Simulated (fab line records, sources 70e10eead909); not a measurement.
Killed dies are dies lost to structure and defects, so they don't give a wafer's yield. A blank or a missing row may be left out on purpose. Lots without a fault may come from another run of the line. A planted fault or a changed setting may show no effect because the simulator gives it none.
Which tool did it? | flow nand_harc | 14 lots, 42 wafers sampled, at 5 steps of a route of 1159

WHAT THE GAUGES READ, wafer by wafer
The record holds no reading of a measuring or inspecting step that can be judged against a usual standard deviation.

WHICH TOOL RAN EACH LOT (tool, then ch and the chambers of the sampled wafers, then the start)
lot  | NHARC_A_CONTACT_ETCH_134             | NHARC_A_CONTACT_ETCH_135             | NHARC_A_CONTACT_ETCH_98                       | NHARC_A_CONTACT_CVD_19        | NHARC_A_CONTACT_CMP_20
L549 | har_cap_etch-01 ch 0,1, day 17 06:25 | har_cap_etch-01 ch 0,1, day 17 06:37 | rie_diel-05 ch 2,3, day 17 11:39 or earlier   | cvd_w-01 ch 0,1, day 17 11:39 | cmp-04 ch 0,1, day 17 12:32
L548 | har_cap_etch-03 ch 0,1, day 17 07:57 | har_cap_etch-03 ch 0,1, day 17 08:08 | rie_diel-05 ch 0,1,2, day 17 12:31 or earlier | cvd_w-01 ch 0,1, day 17 12:31 | cmp-02 ch 0,1, day 17 13:17
L551 | har_cap_etch-01 ch 0,1, day 17 12:39 | har_cap_etch-01 ch 0,1, day 17 12:50 | rie_diel-08 ch 0,2,3, day 17 13:50            | cvd_w-02 ch 0,1, day 17 15:21 | cmp-02 ch 0,1,3, day 17 16:04
L553 | har_cap_etch-03 ch 0,1, day 17 20:15 | har_cap_etch-03 ch 0,1, day 17 20:26 | rie_diel-12 ch 0,2,3, day 17 22:55 or earlier | cvd_w-02 ch 0,1, day 17 22:55 | cmp-03 ch 0,1,2, day 17 23:37
L550 | har_cap_etch-02 ch 0,1, day 17 23:12 | har_cap_etch-02 ch 0,1, day 17 23:23 | rie_diel-05 ch 0,1,2, day 18 02:23 or earlier | cvd_w-02 ch 0,1, day 18 02:23 | cmp-03 ch 1,2,3, day 18 03:10
L555 | har_cap_etch-02 ch 0,1, day 18 17:01 | har_cap_etch-02 ch 0,1, day 18 17:16 | rie_diel-12 ch 0,1, day 18 21:49 or earlier   | cvd_w-01 ch 0,1, day 18 21:49 | cmp-02 ch 0,1,3, day 18 22:38
L556 | har_cap_etch-01 ch 1, day 19 07:26   | har_cap_etch-01 ch 1, day 19 07:38   | rie_diel-05 ch 0,3, day 19 08:40              | cvd_w-01 ch 0,1, day 19 10:10 | cmp-04 ch 0,2,3, day 19 11:07
L557 | har_cap_etch-01 ch 0,1, day 19 14:25 | har_cap_etch-01 ch 0,1, day 19 14:36 | rie_diel-12 ch 0,2,3, day 19 15:46            | cvd_w-02 ch 0,1, day 19 21:01 | cmp-02 ch 2,3, day 19 21:56
L561 | har_cap_etch-03 ch 1, day 20 01:11   | har_cap_etch-03 ch 1, day 20 01:22   | rie_diel-12 ch 2,3, day 20 04:01 or earlier   | cvd_w-01 ch 0,1, day 20 04:01 | cmp-02 ch 0,1, day 20 04:48
L566 | har_cap_etch-03 ch 0,1, day 21 17:52 | har_cap_etch-03 ch 0,1, day 21 18:08 | rie_diel-05 ch 0,3, day 21 20:38 or earlier   | cvd_w-01 ch 0,1, day 21 20:38 | cmp-04 ch 1,3, day 21 21:31
L567 | har_cap_etch-02 ch 0,1, day 21 18:46 | har_cap_etch-02 ch 0,1, day 21 18:56 | rie_diel-05 ch 0,1,3, day 21 21:37 or earlier | cvd_w-01 ch 0,1, day 21 21:37 | cmp-04 ch 0,1, day 21 22:16
L570 | har_cap_etch-02 ch 0,1, day 22 01:44 | har_cap_etch-02 ch 0,1, day 22 01:56 | rie_diel-12 ch 0,1,2, day 22 04:22 or earlier | cvd_w-02 ch 0,1, day 22 04:22 | cmp-02 ch 1,2,3, day 22 05:14
L569 | har_cap_etch-01 ch 0,1, day 22 04:03 | har_cap_etch-01 ch 0,1, day 22 04:14 | rie_diel-12 ch 0,1,2, day 22 07:07 or earlier | cvd_w-02 ch 0,1, day 22 07:07 | cmp-04 ch 0,2,3, day 22 07:43
L571 | har_cap_etch-01 ch 0,1, day 22 21:58 | har_cap_etch-01 ch 0,1, day 22 22:10 | rie_diel-05 ch 2,3, day 23 00:25 or earlier   | cvd_w-02 ch 0,1, day 23 00:25 | cmp-03 ch 0,2,3, day 23 01:20
- NHARC_A_CONTACT_ETCH_134: etches the open film in C4F8/O2/Ar, time 140 s, target depth 700 nm.
- NHARC_A_CONTACT_ETCH_135: etches the open film in C4F8/O2/Ar, time 132 s, target depth 1287 nm.
- NHARC_A_CONTACT_ETCH_98: etches the open film in C4F6/O2, target depth 20 nm, time 10 s.
- NHARC_A_CONTACT_CVD_19: deposits W, target thk 300 nm, time 802 s.
- NHARC_A_CONTACT_CMP_20: polishes, t overpolish 30 s, target thk 300 nm.

WHAT THE TOOLS THEMSELVES READ (means of the sampled wafers that have a number; where no wafer has one, the mark that the record gives instead)
NHARC_A_CONTACT_ETCH_98. Usual: drypump_motor_current_A 6.0 A, standard deviation 0.51; oes_product_au 0.962 a.u., standard deviation 0.023; rf_vpp_V 545 V, standard deviation 3.5; showerhead_plenum_p_Torr 3.85 Torr, standard deviation 0.16; throttle_valve_pct 26.905 %, standard deviation 0.0091.
lot  | tool        | drypump_motor_current_A (A) | oes_product_au (a.u.) | rf_vpp_V (V) | showerhead_plenum_p_Torr (Torr) | throttle_valve_pct (%) | flag
L549 | rie_diel-05 | 5.3                         | 0.979                 | 547          | 3.93                            | 26.901                 |
L548 | rie_diel-05 | 6.1                         | 0.945                 | 545          | 3.88                            | 26.903                 |
L551 | rie_diel-08 | 6.0                         | 0.964                 | 547          | 3.91                            | 26.901                 |
L553 | rie_diel-12 | 6.1                         | 0.958                 | 545          | 3.83                            | 26.900                 |
L550 | rie_diel-05 | 6.1                         | 0.964                 | 545          | 3.87                            | 26.915                 |
L555 | rie_diel-12 | 6.4                         | 0.937                 | 545          | 3.86                            | 26.904                 |
L556 | rie_diel-05 | 5.2                         | 0.987                 | 543          | 3.75                            | 26.908                 |
L557 | rie_diel-12 | 6.1                         | 0.968                 | 545          | 3.82                            | 26.899                 |
L561 | rie_diel-12 | 6.0                         | 0.954                 | 543          | 3.75                            | 26.905                 |
L566 | rie_diel-05 | 5.5                         | 0.930                 | 542          | 3.70                            | 26.905                 |
L567 | rie_diel-05 | 5.5                         | 0.941                 | 543          | 3.73                            | 26.902                 |
L570 | rie_diel-12 | 6.0                         | 0.948                 | 546          | 3.87                            | 26.911                 |
L569 | rie_diel-12 | 6.0                         | 0.954                 | 546          | 3.87                            | 26.905                 |
L571 | rie_diel-05 | 5.3                         | 1.003                 | 547          | 3.90                            | 26.895                 |

NHARC_A_CONTACT_CVD_19. Usual: chamber_pressure_Torr 40.00 Torr, standard deviation 0.097; heater_power_outer_w 258 W, standard deviation 17; heater_power_w 456 W, standard deviation 29; throttle_valve_pct 7.82 %, standard deviation 0.18.
lot  | tool     | chamber_pressure_Torr (Torr) | heater_power_outer_w (W) | heater_power_w (W) | throttle_valve_pct (%) | flag
L549 | cvd_w-01 | 40.07                        | 277                      | 484                | 7.55                   |
L548 | cvd_w-01 | 39.88                        | 278                      | 477                | 7.71                   |
L551 | cvd_w-02 | 40.01                        | 246                      | 450                | 7.85                   |
L553 | cvd_w-02 | 39.95                        | 249                      | 453                | 8.00                   |
L550 | cvd_w-02 | 39.95                        | 247                      | 443                | 7.81                   |
L555 | cvd_w-01 | 39.97                        | 283                      | 494                | 7.64                   |
L556 | cvd_w-01 | 39.90                        | 269                      | 470                | 7.78                   |
L557 | cvd_w-02 | 40.01                        | 246                      | 441                | 8.08                   |
L561 | cvd_w-01 | 40.01                        | 270                      | 467                | 7.85                   |
L566 | cvd_w-01 | -                            | -                        | -                  | -                      | OFF
L567 | cvd_w-01 | -                            | -                        | -                  | -                      | OFF
L570 | cvd_w-02 | 40.00                        | 245                      | 438                | 7.96                   |
L569 | cvd_w-02 | 39.98                        | 243                      | 429                | 7.71                   |
L571 | cvd_w-02 | 39.98                        | 250                      | 451                | 7.92                   |

NHARC_A_CONTACT_CMP_20. Usual: motor_current_A 12.5 A, standard deviation 1.3; overpolish_run_s 30.001 s, standard deviation 0.0089; slurry_filter_dp_kPa 13.50 kPa, standard deviation 0.13; time_to_endpoint_s 59 s, standard deviation 4.3.
lot  | tool   | motor_current_A (A) | overpolish_run_s (s) | slurry_filter_dp_kPa (kPa) | time_to_endpoint_s (s) | flag
L549 | cmp-04 | 11.9                | 29.999               | 13.42                      | 62                     |
L548 | cmp-02 | 12.1                | 29.996               | 13.56                      | 58                     |
L551 | cmp-02 | 12.9                | 30.002               | 13.66                      | 58                     |
L553 | cmp-03 | 11.5                | 30.001               | 13.42                      | 59                     |
L550 | cmp-03 | 13.1                | 29.995               | 13.51                      | 55                     |
L555 | cmp-02 | 12.9                | 29.998               | 13.44                      | 57                     |
L556 | cmp-04 | 12.7                | 29.997               | 13.52                      | 61                     |
L557 | cmp-02 | 11.6                | 30.004               | 13.52                      | 57                     |
L561 | cmp-02 | 12.3                | 30.002               | 13.43                      | 59                     |
L566 | cmp-04 | 11.5                | 30.003               | 13.46                      | 2                      | OFF
L567 | cmp-04 | 12.2                | 30.002               | 13.46                      | 0                      | OFF
L570 | cmp-02 | 12.2                | 29.998               | 13.40                      | 60                     |
L569 | cmp-04 | 12.8                | 30.004               | 13.55                      | 60                     |
L571 | cmp-03 | 12.8                | 29.998               | 13.50                      | 58                     |

THE ANSWER, worked out from the rows above alone
Rule: a lot is off if the mean of its wafers that have a number lies more than 3 standard deviations from the usual mean. A lot without any number at a reading at which 4 lots or more have one is off too. The other lots that the step has rows for count as sound. The gauges are gone through in route order, then the tools' own readings, and for those a lot's mean is taken as printed above. The first step at which some lot is off is used, and at that step the reading that is off furthest; a lot without a number counts as furthest.
Off: L566, L567, at NHARC_A_CONTACT_CVD_19 (chamber_pressure_Torr). Without a number there: L566, L567.
A tool fits if, at that step or a process step before it, it ran every lot that is off, and no sound lot after the first of them. NHARC_A_CONTACT_ETCH_98 gives no start for some lots, so the hours and the order of its lots are those of NHARC_A_CONTACT_CVD_19. One fits: cvd_w-01 at NHARC_A_CONTACT_CVD_19. Its last sound lot is L561 (day 20 04:01), its first lot that is off L566 (day 21 20:38): a fault that began between those two fits.
Blank at NHARC_A_CONTACT_CVD_19 on the lots that are off, where sound lots have numbers: chamber_pressure_Torr, heater_power_outer_w, heater_power_w, throttle_valve_pct.

WHAT THE SIMULATOR HAD PUT IN
Skipped step whole: cvd_w-01, from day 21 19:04 on, at NHARC_A_CONTACT_CVD_19. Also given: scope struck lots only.
Lots struck among those shown: L566, L567. The rule above found the same.
